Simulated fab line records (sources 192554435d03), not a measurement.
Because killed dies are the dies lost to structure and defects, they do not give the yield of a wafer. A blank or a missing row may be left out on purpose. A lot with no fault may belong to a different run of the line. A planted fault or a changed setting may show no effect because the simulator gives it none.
Chamber matching | flow n5 finfet | N5_FIN_CUT_ETCH_21 on rie diel-06: 4 sister chambers
The step etches SOC in N2/H2, target depth 219 nm, overetch 43.8 nm, time 523.5 s. 22 wafers are shown with their chamber, then 10 later ones without.

== WAFERS, EACH WITH ITS CHAMBER ==
wafer  | chamber | drypump motor current A (A) | showerhead plenum p Torr (Torr) | throttle valve pct (%)
L074.3 | 3       | 6.5                         | 2.67                            | 17.64
L074.4 | 2       | 5.9                         | 2.52                            | 18.07
L075.2 | 3       | 6.5                         | 2.66                            | 17.64
L075.4 | 0       | 5.1                         | 2.44                            | 17.61
L075.5 | 2       | 5.9                         | 2.52                            | 18.05
L076.1 | 3       | 6.5                         | 2.66                            | 17.65
L076.3 | 2       | 5.9                         | 2.52                            | 18.05
L076.4 | 2       | 5.9                         | 2.52                            | 18.07
L079.1 | 1       | 6.6                         | 2.72                            | 17.41
L079.3 | 0       | 5.2                         | 2.44                            | 17.64
L079.5 | 0       | 5.1                         | 2.44                            | 17.64
L080.1 | 3       | 6.5                         | 2.66                            | 17.67
L080.2 | 0       | 5.1                         | 2.44                            | 17.64
L080.4 | 1       | 6.6                         | 2.72                            | 17.43
L081.1 | 0       | 5.1                         | 2.44                            | 17.62
L081.2 | 2       | 5.9                         | 2.52                            | 18.08
L081.3 | 3       | 6.5                         | 2.66                            | 17.67
L083.1 | 1       | 6.6                         | 2.72                            | 17.43
L083.2 | 0       | 5.1                         | 2.44                            | 17.66
L083.4 | 3       | 6.5                         | 2.66                            | 17.67
L090.1 | 1       | 6.6                         | 2.71                            | 17.45
L090.3 | 0       | 5.1                         | 2.43                            | 17.66

SIGNATURES, as means of the wafers listed above
reading                  | chamber 0 | chamber 1 | chamber 2 | chamber 3 | scatter within a chamber
drypump motor current A  | 5.114     | 6.600     | 5.900     | 6.500     | 0.0218
showerhead plenum p Torr | 2.4386    | 2.7175    | 2.5200    | 2.6617    | 0.00368
throttle valve pct       | 17.6386   | 17.4300   | 18.0640   | 17.6567   | 0.0162
Rule: distance of a wafer from a chamber = root of the sum over the readings of ((wafer's reading minus chamber's mean) / reading's scatter) squared. The wafer belongs to the nearest chamber; if the next one is less than 2 further off, it can't be placed. How the scatter is found: for the shown wafers, subtract from each reading the mean of its chamber, square and add these, divide the total by (wafers less chambers), then take the root.

== WAFERS WITH NO CHAMBER GIVEN ==
wafer  | drypump motor current A (A) | showerhead plenum p Torr (Torr) | throttle valve pct (%)
L090.5 | 6.6                         | 2.71                            | 17.45
L091.2 | 5.9                         | 2.51                            | 18.10
L091.3 | 6.6                         | 2.71                            | 17.46
L091.4 | 6.5                         | 2.65                            | 17.69
L092.1 | 6.6                         | 2.71                            | 17.45
L092.2 | 6.5                         | 2.65                            | 17.72
L092.5 | 6.6                         | 2.71                            | 17.46
L093.2 | 6.6                         | 2.71                            | 17.47
L093.4 | 5.9                         | 2.51                            | 18.13
L093.6 | 6.6                         | 2.71                            | 17.47

== WHICH CHAMBER EACH ONE RAN IN ==
wafer  | from the rows above | in truth
L090.5 | 1                   | 1
L091.2 | 2                   | 2
L091.3 | 1                   | 1
L091.4 | 3                   | 3
L092.1 | 1                   | 1
L092.2 | 3                   | 3
L092.5 | 1                   | 1
L093.2 | 1                   | 1
L093.4 | 2                   | 2
L093.6 | 1                   | 1
10 of 10 placed correctly. Number that these rows cannot place: 0. Wrongly placed: 0.
